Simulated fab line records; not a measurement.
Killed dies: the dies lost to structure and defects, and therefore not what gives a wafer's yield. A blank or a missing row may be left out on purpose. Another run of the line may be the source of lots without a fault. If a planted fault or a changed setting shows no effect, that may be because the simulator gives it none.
Split-lot study ; flow n5_finfet ; 39 wafers read from 7 lots, route of 1938 steps

THE SPLIT ITSELF
At N5_SD_EPI_N_DESCUM_14 (chemistry O2, time 7.9 s), the setting time_s was moved away from the recipe's 7.9 s on 15 of the 39 wafers read, by -54.9% to +45.3%. For the rest of the wafers, this setting stayed at what the recipe calls for.

Between the split and the reading, the file records no step.

THE READING
CAR-ArF-block_of_SD_EPI_N_COAT_03.thk_nm (the simulator's own value, which no gauge read), in nm, at N5_SD_EPI_N_ETCH_34 (etches SiARC in CF4, target depth 45.5 nm, time 75.8 s). No usual value for it is given in the file. Across the 24 wafers here that went through the recipe, the average is 111.0 nm and the standard deviation 0.33 nm.

wafer;tool, chamber at the split;time_s as run, s;against the recipe;CAR-ArF-block_of_SD_EPI_N_COAT_03.thk_nm, nm;against lot-mates on the recipe
L074.1;rie_diel-04, 1,0;7.9;recipe;111;-
L074.2;rie_diel-04, 2;10.36;+31.1%;110.2;-0.8
L074.3;rie_diel-04, 3;10.36;+31.1%;109.4;-1.6
L074.6;rie_diel-04, 1;10.36;+31.1%;109.4;-1.6
L074.4;rie_diel-04, 1,0;7.9;recipe;110.8;-
L074.5;rie_diel-04, 0;7.9;recipe;111.2;-
L077.1;rie_diel-04, 3;7.9;recipe;111;-
L077.2;rie_diel-04, 2;7.9;recipe;111.8;-
L077.3;rie_diel-04, 1,0;3.561;-54.9%;114;+2.5
L077.4;rie_diel-04, 1,0;3.561;-54.9%;114;+2.5
L077.5;rie_diel-04, 2;7.9;recipe;111.6;-
L077.6;rie_diel-04, 1;3.561;-54.9%;113.8;+2.3
L082.1;rie_diel-04, 3;3.681;-53.4%;112.8;+1.8
L082.2;rie_diel-04, 0;3.681;-53.4%;113.4;+2.4
L082.3;rie_diel-04, 1,2,0;7.9;recipe;111;-
L082.4;rie_diel-04, 1,2,0;7.9;recipe;111;-
L082.6;rie_diel-04, 1,2,0;7.9;recipe;111;-
L082.5;rie_diel-04, 3;3.681;-53.4%;113.2;+2.2
L088.1;rie_diel-04, 2,0;5.018;-36.5%;112.4;+1.7
L088.6;rie_diel-04, 2,0;5.018;-36.5%;112.4;+1.7
L088.2;rie_diel-04, 0,3;7.9;recipe;110.6;-
L088.3;rie_diel-04, 0,3;7.9;recipe;110.6;-
L088.4;rie_diel-04, 1;5.018;-36.5%;112.8;+2.1
L088.5;rie_diel-04, 1;7.9;recipe;111;-
L089.1;rie_diel-04, 2,1;7.9;recipe;110.8;-
L089.6;rie_diel-04, 3;7.9;recipe;110.8;-
L089.2;rie_diel-04, 3;7.9;recipe;110.6;-
L089.3;rie_diel-04, 2,1;7.9;recipe;111;-
L089.5;rie_diel-04, 2;7.9;recipe;111;-
L089.4;rie_diel-04, 1;7.9;recipe;111.4;-
L093.1;rie_diel-04, 1,2;7.9;recipe;110.6;-
L093.5;rie_diel-04, 0;7.9;recipe;110.6;-
L093.4;rie_diel-04, 1,2;7.9;recipe;110.4;-
L095.1;rie_diel-04, 0,1;7.9;recipe;111.4;-
L095.2;rie_diel-04, 2,1;11.48;+45.3%;109.2;-2.0
L095.4;rie_diel-04, 2,1;11.48;+45.3%;109.2;-2.0
L095.3;rie_diel-04, 0,1;7.9;recipe;111.2;-
L095.5;rie_diel-04, 2;11.48;+45.3%;109.4;-1.8
L095.6;rie_diel-04, 0;7.9;recipe;111;-
When a row names more than one chamber, that row covers several wafers, and the file does not tell which wafer ran in which chamber.

FIT RESULTS
A straight line over all 39 wafers: CAR-ArF-block_of_SD_EPI_N_COAT_03.thk_nm changes by -0.044 nm for each +1% of time_s; r = -0.96; the points scatter about the line by 0.35 nm.
The same after taking each lot's own level away (the mean of its wafers on the recipe; 39 wafers): -0.0434 nm for each +1%; r = -0.98; scatter 0.24 nm.
Per that fit: largest time_s move, reading shift of 2.4 nm.
From 110.53 to 111.47 nm: that is the span of the lots' own levels, equal to 2.8 times the standard deviation above.
The two slopes agree, so the slope changes little with the lot-to-lot level.
Check: with one of the wafers moved furthest among these (-54.9%) left out of the fit, the line predicts +2.38 nm for it against its lot-mates. It came out at +2.53 nm against them.

THESE WAFERS: OTHER SPLITS
Before the reading, these wafers also passed through other splits. Each is held against what the fit with the lots' levels taken away leaves over:
other split on the same wafers;wafers away from the commonest value;r with CAR-ArF-block_of_SD_EPI_N_COAT_03.thk_nm (lot level and that fit taken away)
N5_ZERO_LAYER_DEVELOP_10 develop_time_s;18;-0.02
N5_FIN_SAQP_HM_DEP_72 time_s;18;+0.31

THE WHOLE CHAIN: every reading that the file lists as answering this split, in the file's order
step;what it does;reading;change (the file's fit);r (the file's)
N5_SD_EPI_N_DESCUM_14;chemistry O2, time 7.9 s;CAR-ArF-block_of_SD_EPI_N_COAT_03.thk_nm (the simulator's own value, which no gauge read);-0.0449 nm for each +1% of the setting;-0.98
N5_SD_EPI_N_ETCH_34;etches SiARC in CF4, target depth 45.5 nm, time 75.8 s;CAR-ArF-block_of_SD_EPI_N_COAT_03.thk_nm (the simulator's own value, which no gauge read);-0.0435 nm for each +1% of the setting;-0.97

THE FILE'S OWN FIT
CAR-ArF-block_of_SD_EPI_N_COAT_03.thk_nm changes by -0.0435 nm for each +1% of time_s, r = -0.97.
